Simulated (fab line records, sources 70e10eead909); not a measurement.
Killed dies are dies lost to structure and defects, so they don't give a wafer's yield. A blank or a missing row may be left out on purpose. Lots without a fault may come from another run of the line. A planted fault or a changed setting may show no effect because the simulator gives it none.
One fault seen from 2 desks | flow nand_harc | each desk has only its own numbers; what lay behind them comes last

THE TOOL OWNER'S DESK: pvd_sputter-01
The tool's own readings at NHARC_P_CONTACT_PVD_32 (deposits Ti, target thk 5 nm, time 17.7 s): means of the sampled wafers that have a number, for each lot that ran on this tool. A lot is out of limits, marked OUT, if its mean lies more than 4 standard deviations from the usual mean; the brackets give that distance.
Columns: A = cathode_dc_power_W at NHARC_P_CONTACT_PVD_32, usual 5000.0 W; B = chamber_pressure_pa at NHARC_P_CONTACT_PVD_32, usual 5.000 Pa; C = throttle_valve_pct at NHARC_P_CONTACT_PVD_32, usual 29.9 %
lot  | first seen here | A      | B     | C
L738 | day 7 08:57     | 5000.2 | 4.990 | 30.6
This desk's finding: nothing out of limits on the one lot.

THE METROLOGY DESK
What the gauges read, lot by lot, whatever tool the lot ran on: means of the sampled wafers that have a number. A lot is out of limits, marked OUT, if its mean lies more than 4 standard deviations from the usual mean; the brackets give that distance.
Columns: A = cd_nm at NHARC_P_GATE_CD_MEAS_91, usual 2000.5 nm
lot  | first seen here | A
L734 | day 5 19:17     | 1998.8
L735 | day 5 19:27     | 2001.1
L740 | day 6 23:15     | 2003.3
L738 | day 7 02:05     | 2002.4
L742 | day 7 13:26     | 1998.3
L743 | day 7 13:52     | 1999.6
L746 | day 8 14:34     | 2001.8
L745 | day 8 15:12     | 2002.9
L744 | day 8 21:04     | 1997.6
L747 | day 9 01:11     | 1997.0
L748 | day 9 07:31     | 2001.4
L750 | day 9 16:34     | 2002.4
L752 | day 9 23:58     | 2001.9
L751 | day 10 05:14    | 2000.7
L754 | day 10 16:40    | 2000.2
This desk's finding: nothing out of limits on any of the 15 lots.

PUT TOGETHER
The tool owner's desk saw nothing out of limits.
The metrology desk saw nothing out of limits.

WHAT THE SIMULATOR HAD PUT IN
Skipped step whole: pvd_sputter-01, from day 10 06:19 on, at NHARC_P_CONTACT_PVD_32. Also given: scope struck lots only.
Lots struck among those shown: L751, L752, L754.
